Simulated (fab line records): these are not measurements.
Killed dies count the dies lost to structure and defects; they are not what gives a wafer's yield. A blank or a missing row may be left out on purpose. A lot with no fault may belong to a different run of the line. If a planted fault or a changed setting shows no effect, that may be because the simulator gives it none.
Chamber matching :: flow nand-harc :: NHARC_A_WL_FILL_ALD_10 on ald-hk-03 has 4 sister chambers
The step deposits SiO2, target thk 50 nm, pulse time 10 s, ald cycles 500. 4 wafers are shown with their chamber, then 9 later ones without.

== WAFERS PAIRED WITH THEIR CHAMBERS ==
wafer: L089.5
chamber: 3
heater-power-w (W): 445

wafer: L087.1
chamber: 0
heater-power-w (W): 446

wafer: L087.2
chamber: 1
heater-power-w (W): 540

wafer: L087.4
chamber: 2
heater-power-w (W): 551

== WAFERS MISSING THEIR CHAMBER ==
wafer: L087.3
heater-power-w (W): 433

wafer: L087.5
heater-power-w (W): 448

wafer: L087.6
heater-power-w (W): 537

wafer: L094.1
heater-power-w (W): 441

wafer: L094.2
heater-power-w (W): 455

wafer: L094.3
heater-power-w (W): 556

wafer: L097.1
heater-power-w (W): 519

wafer: L097.5
heater-power-w (W): 442

wafer: L097.6
heater-power-w (W): 444

== WHICH CHAMBER EACH WENT THROUGH ==
wafer: L087.3
from the rows above: can't be placed: 3 or 0
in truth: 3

wafer: L087.5
from the rows above: can't be placed: 0 or 3
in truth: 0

wafer: L087.6
from the rows above: can't be placed: 1 or 2
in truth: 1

wafer: L094.1
from the rows above: can't be placed: 3 or 0
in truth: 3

wafer: L094.2
from the rows above: can't be placed: 0 or 3
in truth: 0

wafer: L094.3
from the rows above: can't be placed: 2 or 1
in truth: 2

wafer: L097.1
from the rows above: can't be placed: 1 or 2
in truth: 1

wafer: L097.5
from the rows above: can't be placed: 3 or 0
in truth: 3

wafer: L097.6
from the rows above: can't be placed: 3 or 0
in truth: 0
Placed correctly: 0 of 9. Not placeable from these rows: 9 (in 9, the candidates include the true chamber). 0 placed wrongly.
How it was worked out, from the rows above alone: a wafer's distance from a chamber is the root of the sum, over the readings, of the square of ((its reading less the chamber's mean) divided by the reading's scatter). The wafer belongs to the nearest chamber; if the next one is less than 2 further off, it can't be placed. For every chamber, the mean is computed from those of its wafers that are shown. The scatter: root of mean squared gap, hidden wafer to nearest shown wafer, with one shown wafer a chamber.
